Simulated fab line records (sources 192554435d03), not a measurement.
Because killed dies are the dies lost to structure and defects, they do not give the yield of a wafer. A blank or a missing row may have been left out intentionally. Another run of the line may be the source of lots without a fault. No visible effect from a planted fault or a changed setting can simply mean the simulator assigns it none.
fab line records    flow n5_finfet
record: lots: 5  wafers: 14  last_day: 15
route steps=1938 shown BEOL_M9@1417 PASSIVATION@1936
lots untouched by any fault: they come from a run of this same line in which no faults occurred
start_h: hours from the record's opening day to when the first of the lot's shown wafers began    wait_h: hours from the lot's prior step to this one    " the same as in the row above    L1.1+2: a row that stands for several wafers    - either no value or no given start    * or withheld: withheld    < > ~ a bound
route shown NAME@n: a module of which the file shows steps, and the number in the route of the first    usual: average and standard deviation across the fault-free wafers    same: alike in all rows    chamber/n: place in a boat    sites: readings site by site    _std_site: the values' standard deviation    _edge_site: outer sites' mean less inner sites'    radius_mm: for every site, how far away it sits from the centre of the wafer    mask NAME#n: copy n    behind: the tool/chamber that last shaped the wafer    hold: what put the lot on hold/how long, in hours/how the hold closed    device: which transistor (n, p or np) failed to switch    end of line: tests of these same wafers at the route's end    where a step has no rows: the recipe by itself    killed: dies lost to structure and defects at the first sort, not the wafer's yield    map: a wafer's dies, x killed, . not, _ none there
set.NAME: the run value of the setting; set.NAME@STEP: its run value at that earlier step    model.NAME: the simulator's own value behind a step, which no gauge read
certain route steps with their lots: each step a table, each wafer a row
services: from which hour (start_h, from the record's first day; less than 0 if before it) a tool's chamber was out of use, for how many hours, and why
== steps ==
step: N5_BEOL_M9_DESCUM_16
recipe: chemistry: O2  time_s: 7.9  source_power_w: 50  bias_power_w: 20  pressure_mtorr: 20  rf_frequency_hz: 2.712e+07  temp_c: 40  resist: CAR-ArF  o2_flow_sccm: 225
step: N5_BEOL_M9_ETCH_61
recipe: chemistry: CF4  target: SiARC  target_depth_a: 390  mask_material: CAR-ArF  time_s: 65  ion_energy_ev: 80  pressure_mtorr: 40  source_w: 545  bias_w: 36  Ar_flow_sccm: 100  cf4_flow_sccm: 100  ends: cleared
step: N5_BEOL_M9_ETCH_62
recipe: chemistry: N2/H2  target: SOC  target_depth_a: 1100  overetch_a: 220  mask_material: SiARC  temp_c: 40  time_s: 165  ion_energy_ev: 200  pressure_mtorr: 30  source_w: 840  bias_w: 150  n2_flow_sccm: 200  h2_flow_sccm: 200
step: N5_BEOL_M9_STRIP_68
recipe: chemistry: N2/H2  temp_c: 40  n2_flow_sccm: 200  h2_flow_sccm: 200  rf_frequency_hz: 6e+07
step: N5_BEOL_M9_STRIP_67
recipe: chemistry: CF4  resist: SiARC  power_w: 300  bias_power_w: 75  pressure_mtorr: 50  cf4_flow_sccm: 150  rf_frequency_hz: 6e+07
step: N5_BEOL_M9_HM_OPEN_17
recipe: chemistry: Cl2/BCl3  target_depth_a: 200  overetch_a: 60  target: TiN  mask_material: SOC  ion_energy_ev: 150  pressure_mtorr: 10  icp_w: 1000  bias_w: 126  Cl2_flow_sccm: 53.25  bcl3_flow_sccm: 21.75  Ar_flow_sccm: 25
step: N5_BEOL_M9_STRIP_19
recipe: chemistry: O2  power_w: 400  temp_c: 40  pressure_mtorr: 30  rf_frequency_hz: 6e+07  bias_power_w: 0  overash_fraction: 0.2  o2_flow_sccm: 225
step: N5_BEOL_M9_COAT_63
recipe: resist: SOC  temp_c: 250  time_s: 60  spin_rpm: 1500  resist_thk_nm: 60
step: N5_BEOL_M9_COAT_64
recipe: resist: SiARC  temp_c: 220  time_s: 60  spin_rpm: 1500  resist_thk_nm: 12
usual: exhaust_pa: 45.3/0.91  heater_power_total_W: 427.1/2.2  spin_speed_rpm: 1500.0/1.1
lot.wafer  tool            chamber  start_h  wait_h  exhaust_pa  heater_power_total_W  spin_speed_rpm  model.SiARC_of_BEOL_M9_COAT_64.thk_nm
L285.4     litho_track-04  0        261.31   -       45.2        426.1                 1500.4          12
L285.5     "               0        "        "       45.7        430.3                 1500.4          12
L288.1     litho_track-02  0        268.06   -       47.0        424.8                 1501.6          12
L288.3     "               0        "        "       47.2        424.1                 1501.1          12
L288.6     "               0        "        "       46.1        424.4                 1498.5          12
L290.1     litho_track-02  0        284.58   -       43.9        430.6                 1321.9          12.8
L290.2     "               0        "        "       45.1        425.3                 1321.4          12.8
L290.4     "               0        "        "       45.4        429.4                 1322.5          12.8
L291.2     litho_track-02  0        296.30   -       46.3        424.0                 1321.0          12.8
L291.3     "               0        "        "       45.3        424.8                 1323.7          12.8
L291.4     "               0        "        "       45.3        429.1                 1322.0          12.8
L294.1     litho_track-02  0        304.59   -       44.6        430.4                 1321.7          12.8
L294.3     "               0        "        "       44.7        424.5                 1322.1          12.8
L294.4     "               0        "        "       43.3        424.2                 1321.6          12.8
step: N5_BEOL_M9_COAT_75
recipe: resist: underlayer  temp_c: 205  time_s: 60  spin_rpm: 1500  resist_thk_nm: 5
step: N5_BEOL_M9_COAT_22
recipe: resist: CAR-EUV  spin_rpm: 1500  resist_thk_nm: 30
step: N5_BEOL_M9_EBR_24
recipe: solvent: PGMEA  ebr_width_mm: 1.5
step: N5_BEOL_M9_SOFTBAKE_23
recipe: temp_c: 110  time_s: 60  resist: CAR-EUV
step: N5_BEOL_M9_EXPOSE_25
recipe: mask_id: V8  na: 0.33  source_shape: annular  sigma_inner: 0.4  sigma_outer: 0.8  polarization: unpolarized  dose_mj: 37.25
step: N5_BEOL_M9_PEB_26
recipe: peb_temp_c: 100  peb_time_s: 60  resist: CAR-EUV
step: N5_BEOL_M9_DEVELOP_27
recipe: develop_time_s: 30  developer: TMAH  resist: CAR-EUV  rinse_liquid: surfactant_rinse  dry: air_spin  dev_temp_c: 23
step: N5_BEOL_M9_DESCUM_33
recipe: chemistry: O2  time_s: 7  source_power_w: 50  bias_power_w: 20  pressure_mtorr: 20  rf_frequency_hz: 2.712e+07  temp_c: 40  resist: CAR-EUV  o2_flow_sccm: 225
step: N5_BEOL_M9_ETCH_76
recipe: chemistry: N2/H2  target: underlayer  target_depth_a: 65  mask_material: CAR-EUV  time_s: 5.2  ion_energy_ev: 200  pressure_mtorr: 30  source_w: 840  bias_w: 150  n2_flow_sccm: 200  h2_flow_sccm: 200  ends: cleared
step: N5_BEOL_M9_ETCH_65
recipe: chemistry: CF4  target: SiARC  target_depth_a: 156  mask_material: CAR-EUV  time_s: 26  ion_energy_ev: 80  pressure_mtorr: 40  source_w: 545  bias_w: 36  Ar_flow_sccm: 100  cf4_flow_sccm: 100  ends: cleared
usual: cf4_flow_sccm: 99.98/0.28  drypump_motor_current_A: 5.5/0.56  etch_rf_on_time_s: 26.4/0.7  oes_product_au: 0.68/0.071  rf_vpp_V: 184.1/1.4  showerhead_plenum_p_Torr: 2.14/0.095  throttle_valve_pct: 15.66/0.23
lot.wafer  tool         chamber  start_h  wait_h  cf4_flow_sccm  drypump_motor_current_A  etch_rf_on_time_s  oes_product_au  rf_hours_counter_h  rf_vpp_V  showerhead_plenum_p_Torr  throttle_valve_pct  model.etch.depth_nm  model.CAR-EUV_of_BEOL_M9_COAT_22.thk_nm
L285.4     rie_diel-03  0        262.31   0.0     99.59          5.9                      26.5               0.59            -                   184.0     2.22                      15.68               12                   11
L285.5     "            2        "        "       99.32          5.3                      26.9               0.68            -                   184.2     2.07                      15.64               12.05                11.2
L288.1     rie_diel-06  0        268.49   0.0     99.80          6.2                      26.5               0.59            248                 183.8     2.03                      16.20               12.04                11.4
L288.3     "            3        "        "       99.69          4.8                      25.3               0.69            122                 185.8     2.13                      15.66               12.05                11.2
L288.6     "            3        "        "       100.11         4.7                      25.4               0.69            -                   184.4     2.13                      15.66               12.05                11.2
L290.1     rie_diel-02  2        285.14   0.0     100.39         5.6                      28.5               0.68            110                 183.3     2.06                      15.60               12.82                10.6
L290.2     "            0        "        "       100.11         5.7                      28.9               0.61            174                 182.5     1.99                      15.99               12.84                10.6
L290.4     "            2        "        "       99.94          5.6                      28.8               0.68            -                   184.0     2.06                      15.57               12.82                10.6
L291.2     rie_diel-03  0        296.73   0.0     99.70          6.0                      28.7               0.58            223                 186.9     2.22                      15.71               12.84                10.4
L291.3     "            1        "        "       100.13         5.0                      28.6               0.69            74                  186.9     2.25                      15.39               12.84                10.4
L291.4     "            2        "        "       100.10         5.3                      28.6               0.67            90                  182.2     2.06                      15.69               12.85                10.4
L294.1     rie_diel-06  1        305.18   0.0     99.55          5.4                      26.7               0.66            143                 185.7     2.25                      15.65               12.81                10.6
L294.3     "            1        "        "       99.40          5.4                      26.8               0.66            -                   183.6     2.25                      15.65               12.89                10.4
L294.4     "            2        "        "       99.86          4.7                      28.9               0.80            -                   183.0     2.12                      15.51               12.87                10.6
step: N5_BEOL_M9_ETCH_66
recipe: chemistry: N2/H2  target: SOC  target_depth_a: 800  overetch_a: 160  mask_material: SiARC  temp_c: 40  time_s: 120  ion_energy_ev: 200  pressure_mtorr: 30  source_w: 840  bias_w: 150  n2_flow_sccm: 200  h2_flow_sccm: 200
usual: drypump_motor_current_A: 5.5/0.57  oes_product_au: 0.62/0.064  rf_vpp_V: 524/3.3  showerhead_plenum_p_Torr: 2.54/0.12  throttle_valve_pct: 17.81/0.25
lot.wafer  tool         chamber  start_h  wait_h  drypump_motor_current_A  oes_product_au  rf_hours_counter_h  rf_vpp_V  showerhead_plenum_p_Torr  throttle_valve_pct  model.SiARC_of_BEOL_M9_COAT_64.thk_nm
L285.4     rie_diel-03  0        262.37   0.0     6.0                      0.54            -                   526       2.63                      17.73               6.8
L285.5     "            2        "        "       5.2                      0.63            -                   522       2.46                      17.82               6.6
L288.1     rie_diel-06  0        268.52   0.0     6.2                      0.54            248                 520       2.41                      18.41               6.4
L288.3     "            3        "        "       4.8                      0.61            122                 525       2.54                      17.79               6.6
L288.6     "            3        "        "       4.8                      0.61            -                   525       2.54                      17.78               6.6
L290.1     rie_diel-02  2        285.17   0.0     5.7                      0.63            110                 521       2.44                      17.80               7.6
L290.2     "            0        "        "       5.8                      0.56            174                 518       2.35                      18.32               7.4
L290.4     "            2        "        "       5.7                      0.62            -                   521       2.44                      17.80               7.6
L291.2     rie_diel-03  0        296.76   0.0     6.0                      0.53            223                 525       2.63                      17.75               7.6
L291.3     "            1        "        "       5.0                      0.63            74                  528       2.69                      17.65               7.6
L291.4     "            2        "        "       5.3                      0.61            90                  521       2.46                      17.85               7.4
L294.1     rie_diel-06  1        305.22   0.0     5.4                      0.58            143                 526       2.63                      17.52               7.2
L294.3     "            1        "        "       5.4                      0.58            -                   527       2.63                      17.51               7.2
L294.4     "            2        "        "       4.7                      0.74            -                   523       2.50                      17.73               7.8
step: N5_BEOL_M9_STRIP_69
recipe: chemistry: N2/H2  temp_c: 40  n2_flow_sccm: 200  h2_flow_sccm: 200  rf_frequency_hz: 6e+07
step: N5_PASSIVATION_PROBE_49
usual: defect_limited_yield: 91.2/1.4  killed_at_M0_to_M3: 32/9.3  killed_at_M4_up: 14/4.9  killed_at_contacts: 15/7.5  killed_at_front_end: 40/11  killed_at_other: 4/3.3  killed_dies: 104/17  killed_open: 68/14  killed_short: 33/7.9  sort_bin_5_function: 5.2/0.99  sort_bin_6_memory: 3.2/0.65  sort_bin_8_speed: 0.03/0.19  sort_n_pass: 1076/17  sort_yield_pct: 91.1/1.5
same: gross_dies: 1180  killed_at_back_side: 0  sort_bin_4_leakage[%]: 0
lot.wafer  tool       chamber  start_h  wait_h  defect_limited_yield[%]  killed_at_M0_to_M3  killed_at_M4_up  killed_at_contacts  killed_at_front_end  killed_at_other  killed_dies  killed_open  killed_short  sort_bin_5_function[%]  sort_bin_6_memory[%]  sort_bin_8_speed[%]  sort_n_pass  sort_yield_pct[%]
L294.4     prober-01  -        366.01   0.2     88.5                     30                  15               9                   52                   30               136          66           26            6.5                     3.4                   0                    1044         88.5
killed by level:class
L294.4 PASSIVATION:area_etch=27 HKMG_FIN:area_etch=16 STI_FIN_REVEAL:geometric_particle:open=12 BEOL_M4:geometric_particle:open=9 BEOL_M0_SAQP:geometric_particle:short=8 MOL_CONTACT_COAG:geometric_particle:open=7 BEOL_M0_SAQP:geometric_particle:open=6 BEOL_M0:geometric_particle:open=5
== services ==
tool         chamber  start_h  hours  kind
rie_diel-02  1        245.26   -      clean
rie_diel-02  1        245.26   -      consumable_replace:focus_ring
rie_diel-02  1        245.26   17.8   scheduled_down
rie_diel-02  1        245.26   17.8   vent_cycle
rie_diel-03  3        257.80   -      clean
rie_diel-03  3        257.80   -      consumable_replace:focus_ring
rie_diel-03  3        257.80   -      consumable_replace:showerhead
rie_diel-03  3        257.80   16.7   scheduled_down
rie_diel-03  3        257.80   16.7   vent_cycle
rie_diel-06  2        262.16   -      clean
rie_diel-06  2        262.16   -      consumable_replace:focus_ring
rie_diel-06  2        262.16   25.1   scheduled_down
rie_diel-06  2        262.16   25.1   vent_cycle
rie_diel-03  0        274.83   3.8    repair
rie_diel-06  3        276.39   6.5    repair
rie_diel-02  3        277.39   11.6   repair
rie_diel-06  0        287.31   -      clean
rie_diel-06  0        287.31   -      consumable_replace:focus_ring
rie_diel-06  0        287.31   -      consumable_replace:showerhead
rie_diel-06  0        287.31   19.2   scheduled_down
rie_diel-06  0        287.31   19.2   vent_cycle
rie_diel-06  3        289.56   18.8   repair
rie_diel-02  3        297.64   18.1   repair
rie_diel-02  1        303.65   4.8    repair
== key ==
first_sign: step: N5_BEOL_M9_COAT_64  reading: spin_speed_rpm  direction: down  sigmas: 99+  usual: *  struck: *
effect: step: N5_BEOL_M9_ETCH_65  reading: etch_rf_on_time_s  direction: up  sigmas: 2.7  usual: *  struck: *
model_effect: step: N5_BEOL_M9_COAT_64  value: SiARC_of_BEOL_M9_COAT_64.thk_nm  without: 12.02  struck: 12.8
model_effect: step: N5_BEOL_M9_ETCH_65  value: etch.depth_nm  without: 12.06  struck: 12.84
model_effect: step: N5_BEOL_M9_ETCH_66  value: SiARC_of_BEOL_M9_COAT_64.thk_nm  without: 6.689  struck: 7.489
met_at N5_BEOL_M9_COAT_64
struck_wafers L290.1,L290.2,L290.4,L291.2,L291.3,L291.4,L294.1,L294.3,L294.4
baseline_loss: step: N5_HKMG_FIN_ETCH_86  wafers: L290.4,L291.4
baseline_loss: step: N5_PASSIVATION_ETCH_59  wafers: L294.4
onset_between 268.06 284.58
fault: kind: process_parameter_drift  tool: litho_track-02  chamber: -  onset_h: 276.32  steps: N5_BEOL_M9_COAT_64  channel: spin_rpm  offset: *  shape: step  end_h: 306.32  acts_in: *  stated: *
baseline_loss: these wafers lose ten dies or more at that step, a loss of the line's own and not of a fault; the sort's usual values leave them out
